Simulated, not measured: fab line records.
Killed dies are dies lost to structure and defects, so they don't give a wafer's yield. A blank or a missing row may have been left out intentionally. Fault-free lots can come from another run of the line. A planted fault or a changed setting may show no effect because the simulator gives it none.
Code-filled problem report in 8D (eight disciplines) form / flow n5 finfet / the parts of the form that need people (team, actions taken, sign-off) are left out

1. WHAT IS WRONG
spin speed rpm at N5_BEOL_M7_COAT_63 reads a mean of 1394.8 rpm on 6 wafers of 2 lots; wafers without a fault read 1500.1 rpm with a standard deviation of 0.95. So: -99 or more standard deviations from the usual mean.
The step: time 60 s, resist thk 60 nm.
First observed at day 13 08:50: wafer L376.1, on litho track-05. The record holds 12 wafers of 4 lots with a number at this step. The rule behind "out" and "out of limits": a value lying over 4 standard deviations away from the usual mean. The other wafers with a number count as sound.

2. WHAT IT IS, AND WHAT IT ISN'T
question=which readings at this step; is=spin speed rpm; is not=chill plate temp C, dispense pressure kPa
question=which lots; is=L376, L377; is not=L362, L375
question=which wafers of those lots; is=all that have a number; is not=-
question=read on which tools; is=litho track-05; is not=litho track-04
question=when; is=from day 13 08:50; is not=up to then (6 sound wafers)

3. THE SUSPECTS, EACH WITH WHAT RULES IT OUT
Counting: a tool at a process step up to the reading stays a suspect if it ran every lot that is out and no sound lot after the first of them.
- litho track-05 at N5_BEOL_M7_COAT_63 (time 60 s, resist thk 60 nm): kept. It processed each lot that is out, first L376 at day 13 08:50, and no sound lot thereafter; up to then, the last sound lot it processed was L362 at day 10 07:53. Its own spin speed rpm readings are out on those wafers.
The count leaves litho track-05 at N5_BEOL_M7_COAT_63.

4. THE CAUSE (what the simulator had put in)
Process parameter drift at N5_BEOL_M7_COAT_63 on litho track-05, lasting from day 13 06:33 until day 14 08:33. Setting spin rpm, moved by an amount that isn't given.
The count eliminated every tool but this one.

5. THE CHAIN OF EFFECTS, in route order
Rows list readings where the struck wafers' mean (over those with a number) sits beyond 3 standard deviations from the usual. Only readings whose record carries a usual standard deviation are examined. hours: median over the lots of the time between each lot's start at the first step of this table that gives one and its start at this step. sigmas: the change, counted in usual standard deviations.
hours=0; step=N5_BEOL_M7_COAT_63; reading=spin speed rpm; usual=1500.1 rpm; on struck wafers=1394.8; change=-105.3; sigmas=-99 or more
The process steps in it:
- N5_BEOL_M7_COAT_63: time 60 s, resist thk 60 nm.

6. WHAT WOULD HAVE CAUGHT IT SOONER
In this record no reading fell out of limits until day 13 08:50, 2 hours after the fault had begun at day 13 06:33.
